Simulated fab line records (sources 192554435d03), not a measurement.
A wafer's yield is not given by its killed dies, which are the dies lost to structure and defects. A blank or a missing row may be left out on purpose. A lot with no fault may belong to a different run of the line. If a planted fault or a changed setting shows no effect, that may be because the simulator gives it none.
Matching of chambers + flow n5 finfet + N5_HKMG_FIN_STRIP_89 on rie diel-03 has 4 sister chambers
The step strips SOC in N2/H2, time 20 s. 4 wafers are shown with their chamber, then 10 later ones without.

## EACH WAFER AND ITS CHAMBER
| wafer  | chamber | throttle valve pct (%) |
|--------|---------|------------------------|
| L088.5 | 1       | 19.1                   |
| L090.6 | 2       | 18.4                   |
| L093.2 | 3       | 19.0                   |
| L093.4 | 0       | 19.3                   |

## WAFERS WHOSE CHAMBER IS MISSING
| wafer  | throttle valve pct (%) |
|--------|------------------------|
| L093.5 | 18.4                   |
| L095.3 | 19.0                   |
| L095.4 | 19.0                   |
| L095.6 | 18.7                   |
| L096.1 | 19.0                   |
| L096.5 | 19.0                   |
| L096.6 | 18.7                   |
| L097.4 | 18.4                   |
| L097.5 | 19.0                   |
| L097.6 | 18.7                   |

## EACH ONE'S CHAMBER
| wafer  | from the rows above               | in truth |
|--------|-----------------------------------|----------|
| L093.5 | 2                                 | 2        |
| L095.3 | can't be placed: 3 or 1 or 0      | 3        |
| L095.4 | can't be placed: 3 or 1 or 0      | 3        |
| L095.6 | can't be placed: 2 or 3 or 1 or 0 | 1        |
| L096.1 | can't be placed: 3 or 1 or 0      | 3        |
| L096.5 | can't be placed: 3 or 1 or 0      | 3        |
| L096.6 | can't be placed: 2 or 3 or 1 or 0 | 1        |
| L097.4 | 2                                 | 2        |
| L097.5 | can't be placed: 3 or 1 or 0      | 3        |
| L097.6 | can't be placed: 2 or 3 or 1 or 0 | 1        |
Correctly placed: 2 of 10. Unplaceable from these rows: 8, with the true chamber sitting among the candidates in 8. Placed wrongly: 0.
How it was worked out, from the rows above alone: a wafer's distance from a chamber is the root of the sum, over the readings, of the square of ((its reading less the chamber's mean) divided by the reading's scatter). The wafer belongs to the nearest chamber; if the next one is less than 2 further off, it can't be placed. The mean given for a chamber averages the wafers shown for that chamber. The scatter (one wafer shown for each chamber): square how far every hidden wafer sits from the nearest shown wafer, average those squares and take the square root.
